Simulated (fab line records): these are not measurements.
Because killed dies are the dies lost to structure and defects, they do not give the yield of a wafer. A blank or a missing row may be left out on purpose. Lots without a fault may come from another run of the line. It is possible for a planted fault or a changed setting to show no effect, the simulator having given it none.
Matching of chambers | flow n5_finfet | N5_DUMMY_GATE_CMP_04 on cmp-01: 4 sister chambers
The step polishes a-Si. 27 wafers are shown with their chamber, then 12 later ones without.

## WAFERS PAIRED WITH THEIR CHAMBERS
wafer  | chamber | time_to_endpoint_s (s) | motor_current_A (A)
L075.3 | 1       | 10.9                   | 10.2
L075.4 | 2       | 12.2                   | 9.9
L075.6 | 0       | 15.2                   | 9.9
L076.3 | 3       | 10.8                   | 10.3
L076.4 | 0       | 17.9                   | 10.3
L076.6 | 0       | 17.7                   | 10.1
L078.1 | 2       | 12.6                   | 9.8
L078.3 | 0       | 19.0                   | 9.9
L078.6 | 3       | 12.6                   | 9.6
L079.1 | 2       | 11.8                   | 9.8
L079.3 | 3       | 10.9                   | 9.6
L079.5 | 0       | 13.3                   | 10.1
L081.2 | 0       | 17.4                   | 10.1
L081.5 | 1       | 15.8                   | 10.4
L081.6 | 0       | 17.3                   | 9.9
L082.1 | 3       | 11.5                   | 9.8
L082.2 | 1       | 12.3                   | 10.6
L082.3 | 0       | 17.1                   | 10.6
L084.3 | 1       | 15.4                   | 10.9
L084.4 | 0       | 19.1                   | 10.3
L084.6 | 0       | 17.7                   | 10.4
L087.3 | 1       | 17.0                   | 10.7
L087.4 | 0       | 18.6                   | 9.5
L087.5 | 1       | 14.5                   | 11.5
L088.1 | 1       | 13.4                   | 10.2
L088.3 | 3       | 10.3                   | 9.4
L088.5 | 1       | 11.7                   | 10.3

SIGNATURES, as means of the wafers listed above
reading            | chamber 0 | chamber 1 | chamber 2 | chamber 3 | scatter within a chamber
time_to_endpoint_s | 17.300    | 13.875    | 12.200    | 11.220    | 1.68
motor_current_A    | 10.100    | 10.600    | 9.833     | 9.740     | 0.345
Rule: for a wafer and a chamber, the distance is found by dividing, reading by reading, the gap between the wafer's reading and the chamber's mean by the reading's scatter, squaring, summing and taking the root. If the next closest chamber is less than 2 further off than the closest, the wafer can't be placed; otherwise it belongs to the closest. How the scatter is found: for the shown wafers, subtract from each reading the mean of its chamber, square and add these, divide the total by (wafers less chambers), then take the root.

## WAFERS WITHOUT THEIR CHAMBER
wafer  | time_to_endpoint_s (s) | motor_current_A (A)
L089.1 | 13.8                   | 9.4
L089.5 | 18.7                   | 10.6
L089.6 | 15.5                   | 9.7
L090.2 | 12.2                   | 10.4
L090.5 | 13.6                   | 10.7
L090.6 | 12.1                   | 9.3
L092.1 | 13.3                   | 9.6
L092.3 | 12.6                   | 9.6
L092.4 | 13.4                   | 10.8
L093.2 | 15.8                   | 10.0
L093.4 | 18.0                   | 9.9
L093.5 | 18.6                   | 9.6

## EACH ONE'S CHAMBER
wafer  | from the rows above               | in truth
L089.1 | can't be placed: 2 or 3 or 0 or 1 | 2
L089.5 | can't be placed: 0 or 1           | 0
L089.6 | can't be placed: 0 or 2 or 3 or 1 | 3
L090.2 | can't be placed: 1 or 2 or 3      | 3
L090.5 | 1                                 | 1
L090.6 | can't be placed: 3 or 2           | 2
L092.1 | can't be placed: 2 or 3 or 0 or 1 | 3
L092.3 | can't be placed: 2 or 3           | 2
L092.4 | 1                                 | 1
L093.2 | can't be placed: 0 or 1 or 2 or 3 | 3
L093.4 | 0                                 | 0
L093.5 | 0                                 | 0
Placed correctly: 4 of 12. From these rows, 8 cannot be placed; in 8 the true chamber is one of the candidates. Placed wrongly: 0.
